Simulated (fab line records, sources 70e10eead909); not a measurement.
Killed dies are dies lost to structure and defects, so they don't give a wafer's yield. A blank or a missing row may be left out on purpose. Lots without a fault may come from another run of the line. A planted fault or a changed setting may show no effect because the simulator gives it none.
fab line records | flow nand_harc
record lots=7 wafers=21 last_day=33
route steps=1302 shown A_CHANNEL_HOLE_D2@606 A_CHANNEL_FILL_D2@610 END@1302
lots that met no fault: from a run of the same line without faults
start_h: hours from the record's first day to the start of the lot's first wafer shown | wait_h: hours since the lot's step before | " the same as in the row above | L1.1+2: a row that stands for several wafers | - no value, or no start given | * or withheld: withheld | < > ~ a bound
route shown NAME@n: a module of which the file shows steps, and the number in the route of the first | usual: mean/standard deviation of fault-free wafers | same: alike in all rows | chamber/n: place in a boat | sites: the reading at each site | _std_site: their standard deviation | _edge_site: outer sites' mean less inner sites' | radius_mm: how far each site lies from the wafer's centre | mask NAME#n: copy n | behind: the tool/chamber that last shaped the wafer | hold: why the lot was held/for how many hours/how that ended | device: the transistor (n, p or np) that didn't switch | end of line: the same wafers' tests at the end of the route | a step without rows: its recipe alone | killed: dies lost to structure and defects at the first sort, not the wafer's yield | map: a wafer's dies, x killed, . not, _ none there
set.NAME: the setting as run; set.NAME@STEP: as run at that earlier step | model.NAME: the simulator's own value behind a step, which no gauge read
lots at some steps of the route; a table a step, a row a wafer
services: from which hour (start_h, from the record's first day; less than 0 if before it) a tool's chamber was out of use, for how many hours, and why
## steps
# step NHARC_A_CHANNEL_HOLE_D2_SRD_30
# step NHARC_A_CHANNEL_HOLE_D2_CD_MEAS_31
# usual cd_nm=89.7/1.3
# columns lot.wafer tool chamber start_h wait_h cd_nm
L591.1 cd_sem-03 - 344.49 - 91.0
L591.2 " - " " 87.3
L591.6 " - " " 89.8
L600.1 cd_sem-03 - 430.28 - 88.5
L600.2 " - " " 89.8
L600.4 " - " " 89.8
L601.1 cd_sem-01 - 446.69 - 88.9
L601.2 " - " " 88.8
L601.6 " - " " 90.0
L602.2 cd_sem-03 - 446.78 - 87.8
L602.4 " - " " 90.5
L602.6 " - " " 90.7
L606.1 cd_sem-03 - 488.06 - 92.7
L606.2 " - " " 88.8
L606.3 " - " " 90.2
L607.4 cd_sem-01 - 490.22 - 88.1
L607.5 " - " " 89.2
L607.6 " - " " 89.7
L609.1 cd_sem-01 - 523.07 - 91.5
L609.3 " - " " 90.7
L609.4 " - " " 89.3
# step NHARC_A_CHANNEL_HOLE_D2_XSEM_32
# recipe landing_energy_ev=35000
# usual bot_cd_nm=74.2/1.6 bow_nm=8.7/0.32 tilt_deg=0.07/0.035
# columns lot.wafer tool chamber start_h wait_h bot_cd_nm bow_nm tilt_deg
L591.1 xsem-01 0 344.57 0.1 75.5 9.1 0.07
L591.2 " 0 " " 71.1 9.1 0.07
L591.6 " 0 " " 74.2 9.0 0.07
L600.1 xsem-01 0 430.37 0.1 73.2 8.8 0.02
L600.2 " 0 " " 74.5 8.7 0.02
L600.4 " 0 " " 75.5 8.8 0.02
L601.1 xsem-01 0 446.78 0.1 73.5 8.2 0.11
L601.2 " 0 " " 73.1 8.3 0.11
L601.6 " 0 " " 74.4 8.3 0.11
L602.2 xsem-02 0 446.87 0.1 72.2 8.7 0.07
L602.4 " 0 " " 75.5 8.8 0.06
L602.6 " 0 " " 75.3 8.8 0.06
L606.1 xsem-01 0 488.15 0.1 75.9 8.9 0.10
L606.2 " 0 " " 72.2 8.9 0.10
L606.3 " 0 " " 73.8 8.9 0.10
L607.4 xsem-02 0 490.32 0.1 71.8 9.0 0.05
L607.5 " 0 " " 72.8 9.0 0.05
L607.6 " 0 " " 72.7 9.1 0.05
L609.1 xsem-01 0 523.15 0.1 75.7 8.7 0.07
L609.3 " 0 " " 74.5 8.7 0.07
L609.4 " 0 " " 73.5 8.7 0.07
# step NHARC_A_CHANNEL_HOLE_D2_INSPECT_40
# usual raw_defect_count=287/95
# columns lot.wafer tool chamber start_h wait_h raw_defect_count
L591.1 defect_inspect-02 - 344.67 - 200
L591.2 " - " " 202
L591.6 " - " " 158
L600.1 defect_inspect-01 - 430.48 - 193
L600.2 " - " " 189
L600.4 " - " " 257
L601.1 defect_inspect-01 - 446.87 - 211
L601.2 " - " " 208
L601.6 " - " " 235
L602.2 defect_inspect-02 - 446.97 - 294
L602.4 " - " " 336
L602.6 " - " " 178
L606.1 defect_inspect-01 - 488.24 - 341
L606.2 " - " " 247
L606.3 " - " " 266
L607.4 defect_inspect-02 - 490.41 - 178
L607.5 " - " " 204
L607.6 " - " " 217
L609.1 defect_inspect-01 - 523.25 - 276
L609.3 " - " " 229
L609.4 " - " " 173
# step NHARC_A_CHANNEL_FILL_D2_PRECLEAN_00
# recipe time_s=* temp_c=50 bath_age_min=0 chemistry=SC1
# step NHARC_A_CHANNEL_FILL_D2_SRD_01
# step NHARC_A_CHANNEL_FILL_D2_ALD_02
# recipe target_thk_a=60 pulse_time_s=10 ald_cycles=60 temp_c=300 material=SiO2
# step NHARC_A_CHANNEL_FILL_D2_ALD_03
# recipe target_thk_a=60 pulse_time_s=60 ald_cycles=58 temp_c=630 pressure_torr=2 material=SiNx
# usual precursor_pulse_height_rel=0.998/0.02
# columns lot.wafer tool chamber start_h wait_h precursor_pulse_height_rel
L591.1 ald_sin_batch-03 0 - - 0.992
L591.2 " 0 " " 0.995
L591.6 " 0 " " 1.019
L600.1 ald_sin_batch-03 0 - - 0.987
L600.2 " 0 " " 0.997
L600.4 " 0 " " 1.009
L601.1 ald_sin_batch-01 0 - - 0.983
L601.2 " 0 " " 0.989
L601.6 " 0 " " 1.029
L602.2 ald_sin_batch-01 0 - - 0.990
L602.4 " 0 " " 0.982
L602.6 " 0 " " 0.993
L606.1 ald_sin_batch-03 0 - - 0.982
L606.2 " 0 " " 0.983
L606.3 " 0 " " 1.020
L607.4 ald_sin_batch-03 0 - - 1.001
L607.5 " 0 " " 1.034
L607.6 " 0 " " 0.989
L609.1 ald_sin_batch-02 0 - - 0.997
L609.3 " 0 " " 1.034
L609.4 " 0 " " 0.980
# step NHARC_A_CHANNEL_FILL_D2_ALD_14
# recipe target_thk_a=25 pulse_time_s=10 ald_cycles=25 temp_c=300 material=SiO2
# usual heater_power_w=429/43 precursor_pulse_height_rel=1.000/0.021
# columns lot.wafer tool chamber start_h wait_h heater_power_w precursor_pulse_height_rel
L591.1 ald_hk-03 3 351.80 0.0 447 1.009
L591.2 " 2 " " 383 0.996
L591.6 " 0 " " 418 0.954
L600.2 ald_hk-02 0 437.63 0.0 374 1.020
L600.4 " 2 " " 438 0.998
L600.1 " 3 " " 387 1.009
L601.1 ald_hk-02 0 454.01 0.0 369 0.979
L601.2 " 1 " " 439 1.027
L601.6 " 1 " " 430 0.988
L602.4 ald_hk-03 2 454.01 0.0 361 1.002
L602.2 " 1 " " 451 1.033
L602.6 " 2 " " 354 1.008
L607.4 ald_hk-03 2 495.65 0.3 359 1.052
L607.6 " 3 " " 457 0.964
L607.5 " 0 " " 400 0.995
L606.1 ald_hk-03 1 495.76 0.4 450 0.999
L606.3 " 2 " " 362 1.019
L606.2 " 3 " " 461 0.983
L609.1 ald_hk-03 1 530.65 0.2 451 1.028
L609.3 " 2 " " 360 1.023
L609.4 " 3 " " 479 0.978
# step NHARC_A_CHANNEL_FILL_D2_ALD_15
# recipe target_thk_a=20 pulse_time_s=60 ald_cycles=19 temp_c=630 pressure_torr=2 material=SiNx
# step NHARC_A_CHANNEL_FILL_D2_ALD_16
# recipe target_thk_a=15 pulse_time_s=10 ald_cycles=15 temp_c=300 material=SiO2
# usual heater_power_w=431/44 precursor_pulse_height_rel=0.999/0.019
# columns lot.wafer tool chamber start_h wait_h heater_power_w precursor_pulse_height_rel
L591.1 ald_hk-03 1 356.97 0.0 458 1.004
L591.2 " 0 " " 412 0.987
L591.6 " 2 " " 377 0.993
L600.4 ald_hk-03 2 443.38 0.6 366 1.017
L600.2 " 3 " " 469 1.020
L600.1 " 0 " " 409 1.007
L602.2 ald_hk-04 1 459.22 0.1 414 1.014
L602.4 " 2 " " 433 1.025
L602.6 " 0 " " 496 1.010
L601.2 ald_hk-03 2 459.33 0.2 355 0.983
L601.1 " 0 " " 409 1.028
L601.6 " 3 " " 466 0.970
L607.4 ald_hk-02 0 500.72 0.1 366 1.005
L607.6 " 3 " " 402 0.997
L607.5 " 0 " " 381 1.014
L606.1 ald_hk-03 2 500.72 0.1 356 0.994
L606.2 " 3 " " 471 1.021
L606.3 " 0 " " 407 1.000
L609.1 ald_hk-04 0 535.81 0.0 490 0.995
L609.4 " 2 " " 434 1.006
L609.3 " 3 " " 490 1.000
# step NHARC_A_CHANNEL_FILL_D2_ANNEAL_17
# recipe temp_c=850 time_s=1800
# step NHARC_A_CHANNEL_FILL_D2_CVD_18
# recipe target_thk_a=30 temp_c=550 material=poly-Si
# usual spike_tc_bottom_C=572.7/1.6 spike_tc_centre_C=550.5/1.1 zone_power_centre_pct=8.4/0.33
# columns lot.wafer tool chamber start_h wait_h spike_tc_bottom_C spike_tc_centre_C zone_power_centre_pct
L591.1 lpcvd_poly-03 0 366.96 - 573.3 550.3 8.5
L591.2 " 0 " " 575.3 550.8 8.6
L591.6 " 0 " " 574.9 548.6 8.5
L600.1 lpcvd_poly-02 - 453.25 - - - -
L600.2 " - " " - - -
L600.4 " - " " - - -
L601.1 lpcvd_poly-03 - 468.93 - - - -
L601.2 " - " " - - -
L601.6 " - " " - - -
L602.2 lpcvd_poly-03 - 468.93 - - - -
L602.4 " - " " - - -
L602.6 " - " " - - -
L606.1 lpcvd_poly-02 0 509.90 - 571.3 548.9 8.8
L606.2 " 0 " " 571.2 550.2 8.8
L606.3 " 0 " " 571.6 550.8 8.6
L607.4 lpcvd_poly-02 0 509.90 - 571.4 551.6 8.8
L607.5 " 0 " " 570.9 550.8 8.8
L607.6 " 0 " " 572.4 550.8 8.6
L609.1 lpcvd_poly-02 0 546.66 - 571.9 549.4 8.7
L609.3 " 0 " " 570.2 550.7 8.8
L609.4 " 0 " " 572.5 550.3 8.7
# step NHARC_A_CHANNEL_FILL_D2_ETCHBACK_19
# recipe target_depth_a=50 time_s=1.7 hbr_flow_sccm=150 cl2_flow_sccm=50 rf_w=400 icp_w=400 bias_w=100 chemistry=HBr/Cl2
# usual drypump_motor_current_A=5.4/0.42 oes_product_au=1.003/0.0082 throttle_valve_pct=26.404/0.0092
# columns lot.wafer tool chamber start_h wait_h drypump_motor_current_A oes_product_au rf_hours_counter_h throttle_valve_pct
L591.1 rie_si-03 3 369.01 0.4 5.1 0.995 0.9 26.403
L591.2 " 1 " " 5.5 0.998 0.8 26.406
L591.6 " 3 " " 5.1 0.994 - 26.403
L600.4 rie_si-04 1 455.36 0.4 4.9 1.011 0.7 26.401
L600.2 " 2 " " 5.8 1.005 0.6 26.402
L600.1 " 3 " " 4.9 0.986 0.5 26.400
L602.4 rie_si-03 2 470.97 0.4 5.2 1.014 0.4 26.407
L602.2 " 3 " " 5.1 0.994 0.4 26.417
L602.6 " 1 " " 5.5 0.987 - 26.409
L601.1 rie_si-04 1 470.99 0.4 4.9 1.016 0.8 26.394
L601.2 " 2 " " 5.7 1.006 0.7 26.402
L601.6 " 0 " " 5.5 1.012 - 26.403
L606.1 rie_si-03 1 511.96 0.4 5.5 0.996 0.8 26.388
L606.2 " 2 " " 5.2 1.012 0.7 26.407
L606.3 " 3 " " 5.1 1.001 0.7 26.406
L607.4 rie_si-04 3 511.98 0.4 5.0 1.012 0.9 26.396
L607.5 " 2 " " 5.7 1.005 - 26.394
L607.6 " 3 " " 4.9 1.003 - 26.403
L609.1 rie_si-04 1 548.74 0.4 4.9 1.004 0.1 26.404
L609.3 " 3 " " 5.0 1.012 0.1 26.395
L609.4 " 0 " " 5.5 1.010 0.1 26.408
# step NHARC_END_SORT_01
# recipe temp_c=25
# usual killed_at_array=54/21 killed_at_other=1.0/1.2 killed_at_periphery=3.6/2.6 killed_dies=58/20 killed_open=3.3/1.9 killed_short=2.6/1.5
# same gross_dies=677
# columns lot.wafer tool chamber start_h wait_h killed_at_array killed_at_other killed_at_periphery killed_dies killed_open killed_short
L591.1 prober-02 0 601.43 2.5 45 1 1 47 1 2
L591.2 prober-02 0 602.23 2.8 56 1 1 58 2 4
L591.6 prober-02 0 605.44 4.0 53 0 1 54 2 6
L600.1 prober-01 0 687.50 2.6 666 0 11 677 4 1
L600.2 prober-01 0 688.30 2.8 671 0 6 677 1 1
L600.4 prober-01 0 689.90 3.4 670 0 7 677 2 3
L602.2 prober-02 0 722.82 2.8 671 1 5 677 7 1
L602.4 prober-02 0 724.44 3.4 673 0 4 677 5 4
L602.6 prober-02 0 726.06 4.1 672 2 3 677 0 2
L601.1 prober-01 0 729.03 2.5 674 0 3 677 3 1
L601.2 prober-01 0 729.82 2.8 668 0 9 677 4 4
L601.6 prober-01 0 732.99 4.0 675 1 1 677 1 3
L606.1 prober-01 0 762.76 2.4 64 0 4 68 2 4
L606.2 prober-01 0 763.55 2.7 58 0 4 62 3 2
L606.3 prober-01 0 764.34 3.0 82 0 4 86 0 3
L607.4 prober-02 0 767.39 3.4 67 0 0 67 6 2
L607.5 prober-02 0 768.19 3.7 51 0 0 51 1 1
L607.6 prober-02 0 768.99 4.0 50 2 2 54 4 0
# killed by level:class
L591.1 A_SLIT:chamber_film_flake=16 A_CHANNEL_HOLE_D2:chamber_film_flake=15 A_CONTACT:chamber_film_flake=5 A_STAIRCASE:chamber_film_flake=3 A_M0:chamber_film_flake=3 P_CONTACT:geometric_particle:open=1 A_ONON_D2:geometric_particle:short=1 A_M0:geometric_particle:short=1
L591.2 A_SLIT:chamber_film_flake=28 A_CHANNEL_HOLE_D2:chamber_film_flake=6 A_STAIRCASE:chamber_film_flake=6 A_CONTACT:chamber_film_flake=4 A_CHANNEL_HOLE_D1:chamber_film_flake=3 A_DECK1_JOINT:geometric_particle:short=2 A_CHANNEL_HOLE_D1:geometric_particle:open=1 A_CHANNEL_FILL_D1:geometric_particle:open=1
L591.6 A_SLIT:chamber_film_flake=26 A_STAIRCASE:chamber_film_flake=7 A_CONTACT:chamber_film_flake=6 A_CHANNEL_HOLE_D2:chamber_film_flake=5 P_M0:geometric_particle:short=1 A_ONON_D1:geometric_particle:short=1 A_DECK1_JOINT:geometric_particle:short=1 A_CHANNEL_HOLE_D2:geometric_particle:short=1
L600.1 A_CHANNEL_FILL_D2:area_cvd=637 A_CHANNEL_HOLE_D1:chamber_film_flake=8 P_GATE:chamber_film_flake=6 A_CONTACT:chamber_film_flake=6 A_CHANNEL_FILL_D2:chamber_film_flake=3 A_STAIRCASE:chamber_film_flake=3 A_SLIT:chamber_film_flake=3 A_M0:geometric_particle:open=2
L600.2 A_CHANNEL_FILL_D2:area_cvd=644 A_STAIRCASE:chamber_film_flake=9 A_CHANNEL_HOLE_D1:chamber_film_flake=6 A_SLIT:chamber_film_flake=5 P_GATE:chamber_film_flake=4 A_CONTACT:chamber_film_flake=3 P_M0:geometric_particle:open=1 A_ONON_D2:geometric_particle:short=1
L600.4 A_CHANNEL_FILL_D2:area_cvd=632 A_CHANNEL_HOLE_D1:chamber_film_flake=11 A_SLIT:chamber_film_flake=6 P_GATE:chamber_film_flake=5 A_CHANNEL_FILL_D2:chamber_film_flake=4 A_CONTACT:chamber_film_flake=4 A_ZERO_WELL:chamber_film_flake=3 A_CHANNEL_FILL_D1:chamber_film_flake=3
L602.2 A_CHANNEL_FILL_D2:area_cvd=604 A_SLIT:chamber_film_flake=35 A_CHANNEL_HOLE_D2:chamber_film_flake=15 A_BLC:chamber_film_flake=5 A_WL_FILL:geometric_particle:open=2 A_M0:geometric_particle:open=2 A_ZERO_WELL:chamber_film_flake=2 A_CONTACT:chamber_film_flake=2
L602.4 A_CHANNEL_FILL_D2:area_cvd=615 A_SLIT:chamber_film_flake=20 A_CHANNEL_HOLE_D2:chamber_film_flake=13 A_CHANNEL_HOLE_D1:chamber_film_flake=7 A_CONTACT:chamber_film_flake=4 A_WL_FILL:chamber_film_flake=3 A_BLC:chamber_film_flake=3 A_ONON_D2:geometric_particle:open=2
L602.6 A_CHANNEL_FILL_D2:area_cvd=617 A_SLIT:chamber_film_flake=19 A_CHANNEL_HOLE_D2:chamber_film_flake=15 A_CHANNEL_HOLE_D1:chamber_film_flake=8 A_WL_FILL:chamber_film_flake=5 A_CONTACT:chamber_film_flake=5 A_BLC:chamber_film_flake=2 THIN_TSV:chamber_film_flake=2
L601.1 A_CHANNEL_FILL_D2:area_cvd=606 A_CHANNEL_HOLE_D1:chamber_film_flake=29 A_SLIT:chamber_film_flake=25 A_CONTACT:chamber_film_flake=6 A_CHANNEL_HOLE_D2:chamber_film_flake=3 P_CONTACT:chamber_film_flake=2 A_ONON_D1:geometric_particle:open=1 A_CHANNEL_FILL_D1:geometric_particle:open=1
L601.2 A_CHANNEL_FILL_D2:area_cvd=588 A_CHANNEL_HOLE_D1:chamber_film_flake=32 A_SLIT:chamber_film_flake=20 A_CHANNEL_HOLE_D2:chamber_film_flake=8 A_CONTACT:chamber_film_flake=6 P_BONDPAD:chamber_film_flake=5 A_CHANNEL_FILL_D1:chamber_film_flake=4 A_CHANNEL_FILL_D1:geometric_particle:short=2
L601.6 A_CHANNEL_FILL_D2:area_cvd=617 A_CHANNEL_HOLE_D1:chamber_film_flake=24 A_SLIT:chamber_film_flake=17 A_CHANNEL_HOLE_D2:chamber_film_flake=5 A_CONTACT:chamber_film_flake=5 A_CHANNEL_FILL_D1:chamber_film_flake=3 A_CHANNEL_FILL_D2:geometric_particle:short=2 P_CONTACT:geometric_particle:short=1
L606.1 A_CHANNEL_HOLE_D1:chamber_film_flake=25 A_CHANNEL_HOLE_D2:chamber_film_flake=25 A_M1:chamber_film_flake=5 A_SLIT:chamber_film_flake=2 P_ZERO_WELL:chamber_film_flake=2 P_GATE:geometric_particle:open=1 P_M0:geometric_particle:short=1 A_CHANNEL_HOLE_D2:geometric_particle:short=1
L606.2 A_CHANNEL_HOLE_D1:chamber_film_flake=29 A_CHANNEL_HOLE_D2:chamber_film_flake=14 A_SLIT:chamber_film_flake=3 P_ZERO_WELL:chamber_film_flake=2 P_GATE:chamber_film_flake=2 A_WL_FILL:chamber_film_flake=2 A_BLC:chamber_film_flake=2 A_ONON_D1:geometric_particle:open=1
L606.3 A_CHANNEL_HOLE_D1:chamber_film_flake=39 A_CHANNEL_HOLE_D2:chamber_film_flake=24 A_SLIT:chamber_film_flake=7 P_GATE:chamber_film_flake=3 A_M1:chamber_film_flake=2 A_WL_FILL:chamber_film_flake=2 A_CHANNEL_FILL_D1:geometric_particle:short=1 A_DECK1_JOINT:geometric_particle:short=1
L607.4 A_SLIT:chamber_film_flake=34 A_CONTACT:chamber_film_flake=13 A_CHANNEL_HOLE_D1:chamber_film_flake=10 A_CHANNEL_FILL_D2:geometric_particle:open=2 A_ONON_D1:geometric_particle:open=1 A_ONON_D2:geometric_particle:open=1 A_CHANNEL_HOLE_D2:geometric_particle:open=1 A_CHANNEL_HOLE_D2:geometric_particle:short=1
L607.5 A_SLIT:chamber_film_flake=30 A_CHANNEL_HOLE_D1:chamber_film_flake=7 A_CONTACT:chamber_film_flake=7 A_STAIRCASE:chamber_film_flake=3 A_DECK1_JOINT:chamber_film_flake=2 A_ONON_D1:geometric_particle:short=1 A_ONON_D1:geometric_particle:open=1
L607.6 A_SLIT:chamber_film_flake=19 A_CHANNEL_HOLE_D1:chamber_film_flake=11 A_CONTACT:chamber_film_flake=10 THIN_TSV:chamber_film_flake=2 A_SOURCE_PLATE:geometric_particle:open=1 A_CHANNEL_HOLE_D1:geometric_particle:open=1 A_ONON_D2:geometric_particle:open=1 A_M0:geometric_particle:open=1
# map L600.1 (x killed, . not)
____________x____________
_________xxxxxxx_________
_______xxxxxxxxxxx_______
______xxxxxxxxxxxxx______
_____xxxxxxxxxxxxxxx_____
____xxxxxxxxxxxxxxxxx____
____xxxxxxxxxxxxxxxxx____
___xxxxxxxxxxxxxxxxxxx___
___xxxxxxxxxxxxxxxxxxx___
__xxxxxxxxxxxxxxxxxxxxx__
__xxxxxxxxxxxxxxxxxxxxx__
_xxxxxxxxxxxxxxxxxxxxxxx_
_xxxxxxxxxxxxxxxxxxxxxxx_
_xxxxxxxxxxxxxxxxxxxxxxx_
_xxxxxxxxxxxxxxxxxxxxxxx_
_xxxxxxxxxxxxxxxxxxxxxxx_
xxxxxxxxxxxxxxxxxxxxxxxxx
xxxxxxxxxxxxxxxxxxxxxxxxx
xxxxxxxxxxxxxxxxxxxxxxxxx
xxxxxxxxxxxxxxxxxxxxxxxxx
xxxxxxxxxxxxxxxxxxxxxxxxx
_xxxxxxxxxxxxxxxxxxxxxxx_
_xxxxxxxxxxxxxxxxxxxxxxx_
_xxxxxxxxxxxxxxxxxxxxxxx_
_xxxxxxxxxxxxxxxxxxxxxxx_
_xxxxxxxxxxxxxxxxxxxxxxx_
__xxxxxxxxxxxxxxxxxxxxx__
__xxxxxxxxxxxxxxxxxxxxx__
___xxxxxxxxxxxxxxxxxxx___
___xxxxxxxxxxxxxxxxxxx___
____xxxxxxxxxxxxxxxxx____
____xxxxxxxxxxxxxxxxx____
_____xxxxxxxxxxxxxxx_____
______xxxxxxxxxxxxx______
_______xxxxxxxxxxx_______
_________xxxxxxx_________
____________x____________
# map L601.1 (x killed, . not)
____________x____________
_________xxxxxxx_________
_______xxxxxxxxxxx_______
______xxxxxxxxxxxxx______
_____xxxxxxxxxxxxxxx_____
____xxxxxxxxxxxxxxxxx____
____xxxxxxxxxxxxxxxxx____
___xxxxxxxxxxxxxxxxxxx___
___xxxxxxxxxxxxxxxxxxx___
__xxxxxxxxxxxxxxxxxxxxx__
__xxxxxxxxxxxxxxxxxxxxx__
_xxxxxxxxxxxxxxxxxxxxxxx_
_xxxxxxxxxxxxxxxxxxxxxxx_
_xxxxxxxxxxxxxxxxxxxxxxx_
_xxxxxxxxxxxxxxxxxxxxxxx_
_xxxxxxxxxxxxxxxxxxxxxxx_
xxxxxxxxxxxxxxxxxxxxxxxxx
xxxxxxxxxxxxxxxxxxxxxxxxx
xxxxxxxxxxxxxxxxxxxxxxxxx
xxxxxxxxxxxxxxxxxxxxxxxxx
xxxxxxxxxxxxxxxxxxxxxxxxx
_xxxxxxxxxxxxxxxxxxxxxxx_
_xxxxxxxxxxxxxxxxxxxxxxx_
_xxxxxxxxxxxxxxxxxxxxxxx_
_xxxxxxxxxxxxxxxxxxxxxxx_
_xxxxxxxxxxxxxxxxxxxxxxx_
__xxxxxxxxxxxxxxxxxxxxx__
__xxxxxxxxxxxxxxxxxxxxx__
___xxxxxxxxxxxxxxxxxxx___
___xxxxxxxxxxxxxxxxxxx___
____xxxxxxxxxxxxxxxxx____
____xxxxxxxxxxxxxxxxx____
_____xxxxxxxxxxxxxxx_____
______xxxxxxxxxxxxx______
_______xxxxxxxxxxx_______
_________xxxxxxx_________
____________x____________
## services
# columns tool chamber start_h hours kind
ald_sin_batch-01 - 328.11 25.4 repair
rie_si-04 - 342.01 9.0 pm
ald_sin_batch-02 - 344.65 5.1 repair
ald_hk-02 - 350.27 10.0 pm
rie_si-03 2 364.12 8.8 repair
xsem-01 - 376.10 14.0 pm
lpcvd_poly-03 - 386.00 26.0 pm
ald_hk-03 - 391.36 10.0 pm
ald_hk-03 0 391.36 10.0 vent_cycle
ald_hk-03 1 391.36 10.0 vent_cycle
ald_hk-03 2 391.36 10.0 vent_cycle
ald_hk-03 3 391.36 10.0 vent_cycle
ald_hk-02 - 396.91 1.1 repair
rie_si-03 - 398.00 9.0 pm
ald_hk-03 0 401.36 - clean
ald_hk-03 1 401.36 - clean
ald_hk-03 2 401.36 - clean
ald_hk-03 3 401.36 - clean
ald_hk-04 - 433.92 10.0 pm
ald_sin_batch-01 - 506.00 26.0 pm
ald_hk-04 - 509.76 1.3 repair
lpcvd_poly-02 - 514.42 6.4 repair
rie_si-04 - 519.01 9.0 pm
ald_hk-02 - 528.77 10.0 pm
## key
first_sign step=NHARC_A_CHANNEL_FILL_D2_CVD_18 reading=tool_record direction=missing
effect step=NHARC_END_SORT_01 reading=killed_dies direction=up sigmas=30 usual=58 struck=677
more_kills_born_at NHARC_A_CHANNEL_FILL_D2_CVD_18@lpcvd_poly-03=3647 NHARC_A_CHANNEL_FILL_D2_CVD_18@lpcvd_poly-02=1913
met_at NHARC_A_CHANNEL_FILL_D2_CVD_18
struck_wafers L600.1,L600.2,L600.4,L601.1,L601.2,L601.6,L602.2,L602.4,L602.6
later_rows_left_out L600.1,L600.2,L600.4,L601.1,L601.2,L601.6,L602.2,L602.4,L602.6
tester_left_out L600,L601,L602
onset_between 366.96 453.25
fault kind=skipped_step_whole tool=lpcvd_poly-02,lpcvd_poly-03 chamber=- onset_h=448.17 steps=NHARC_A_CHANNEL_FILL_D2_CVD_18 scope=struck_lots_only
# tester_left_out: of these lots the tester's yield and bins aren't shown, on N5 and GAA mostly nor the transistor test; their killed dies are dies lost to structure and defects alone, not to doping, threshold or leakage, so they don't give the yield
# later_rows_left_out: the simulator's readings of these wafers behind a module that went badly wrong aren't trusted and aren't shown, but for the sort
